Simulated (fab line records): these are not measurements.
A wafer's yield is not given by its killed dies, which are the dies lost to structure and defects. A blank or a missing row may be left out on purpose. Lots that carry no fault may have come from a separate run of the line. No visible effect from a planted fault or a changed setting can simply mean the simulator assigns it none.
A single fault, viewed from 3 desks	flow n5 finfet	what lay behind the numbers comes last; until then each desk has only its own

## THE DEFECT DESK
Per lot, the means of the sampled wafers with a number show what the inspections along the route counted. A lot is out of limits, marked OUT, if its mean lies more than 4 standard deviations from the usual mean; the brackets give that distance.
Columns: A = raw defect count at N5_GATE_CUT_INSPECT_15, usual 127
lot	first seen here	A
L374	day 4 15:39	90
L375	day 4 20:41	139
L376	day 5 04:37	110
L377	day 5 11:45	101
L378	day 5 15:06	91
L379	day 5 18:56	139
L380	day 5 22:54	167
L381	day 6 09:05	115
L388	day 8 02:21	73
L391	day 8 17:22	79
L392	day 9 05:08	77
L393	day 9 08:00	124
L394	day 9 14:17	89
Result from this desk: across the 13 lots, nothing is out of limits.

## THE TOOL OWNER'S DESK: euv scanner-02
The tool's own readings at N5_GATE_CUT_EXPOSE_10 (exposes mask GATE CUT, target cd 20 nm): means of the sampled wafers that have a number, for each lot that ran on this tool. A lot is out of limits, marked OUT, if its mean lies more than 4 standard deviations from the usual mean; the brackets give that distance.
Columns: A = exposure dose mJ cm2 at N5_GATE_CUT_EXPOSE_10, usual 43.22; B = reticle temp C at N5_GATE_CUT_EXPOSE_10, usual 22.98 C; C = stage msd nm at N5_GATE_CUT_EXPOSE_10, usual 0.820 nm
lot	first seen here	A	B	C
L374	day 4 15:26	43.21	22.95	0.859
L375	day 4 20:29	43.20	23.04	0.857
L376	day 5 04:23	43.12	22.98	0.856
L377	day 5 11:32	43.18	22.81	0.856
L378	day 5 14:53	59.34 (+99 or more) OUT	23.08	0.857
L379	day 5 18:43	56.13 (+99 or more) OUT	23.08	0.853
Finding of this desk: L378, L379 out of limits; the first was L378 at day 5 14:53, on exposure dose mJ cm2 at N5_GATE_CUT_EXPOSE_10. Within limits: L374, L375, L376, L377.

## THE METROLOGY DESK
What the gauges read, lot by lot, whatever tool the lot ran on: means of the sampled wafers that have a number. A lot is out of limits, marked OUT, if its mean lies more than 4 standard deviations from the usual mean; the brackets give that distance. Of its 11 readings 7 are shown: the one that was out of limits first, and those that lie furthest out on some lot.
Columns: A = cd nm at N5_GATE_CUT_CD_MEAS_13, usual 19.95 nm; B = DIBL_N at N5_BEOL_M4_RC_MEAS_101, usual 36.4 mV/V; C = DIBL_P at N5_BEOL_M4_RC_MEAS_101, usual 36.1 mV/V; D = IOFF_N at N5_BEOL_M4_RC_MEAS_101, usual 0.16 nA/um; E = IOFF_P at N5_BEOL_M4_RC_MEAS_101, usual 0.20 nA/um; F = SS_N at N5_BEOL_M4_RC_MEAS_101, usual 71.6 mV/dec; G = SS_P at N5_BEOL_M4_RC_MEAS_101, usual 73.3 mV/dec
lot	first seen here	A	B	C	D	E	F	G
L374	day 4 15:34	19.82	36.5	35.0	0.16	0.21	71.4	72.9
L375	day 4 20:36	20.27	40.6	41.9	0.22	0.26	72.6	74.2
L376	day 5 04:32	20.51	35.4	35.8	0.15	0.18	71.1	73.5
L377	day 5 11:40	19.97	34.3	34.3	0.13	0.17	71.6	72.4
L378	day 5 15:01	26.35 (+22) OUT	-	-	-	-	-	-
L379	day 5 18:51	25.14 (+18) OUT	-	-	-	-	-	-
L380	day 5 22:49	19.91	36.1	35.7	0.18	0.21	71.6	73.7
L381	day 6 08:59	19.66	36.8	36.7	0.17	0.22	71.5	73.7
L388	day 8 02:16	20.02	37.4	34.8	0.15	0.21	71.3	73.5
L391	day 8 17:17	19.88	37.7	35.9	0.16	0.22	71.9	73.2
L392	day 9 05:04	19.73	35.8	36.7	0.14	0.23	71.4	73.5
L393	day 9 07:55	20.17	35.7	36.1	0.15	0.19	71.4	73.0
L394	day 9 14:12	19.65	35.7	35.4	0.15	0.20	72.2	72.7
Finding of this desk: L378, L379 out of limits; the first was L378 at day 5 15:01, on cd nm at N5_GATE_CUT_CD_MEAS_13. Within limits: L374, L375, L376, L377, L380, L381, L388, L391, L392, L393, L394.

## BROUGHT TOGETHER
On L378, L379, at day 5 14:53, an alarm was possible from the tool owner's desk.
The metrology desk could have raised an alarm at day 5 15:01, on L378, L379.
Nothing out of limits was seen by the defect desk.
The defect desk has L378, L379 on record, within its limits.
All the named lots went through N5_GATE_CUT_EXPOSE_10 on euv scanner-02.

## WHAT THE SIMULATOR PUT IN
Drift in process parameters on euv scanner-02 at N5_GATE_CUT_EXPOSE_10, starting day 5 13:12. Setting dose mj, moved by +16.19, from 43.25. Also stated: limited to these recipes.
Shown lots that were struck: L378, L379.
Counting hours from when the fault started, the first reading out of limits came at 2 for the tool owner's desk and at 2 for the metrology desk.
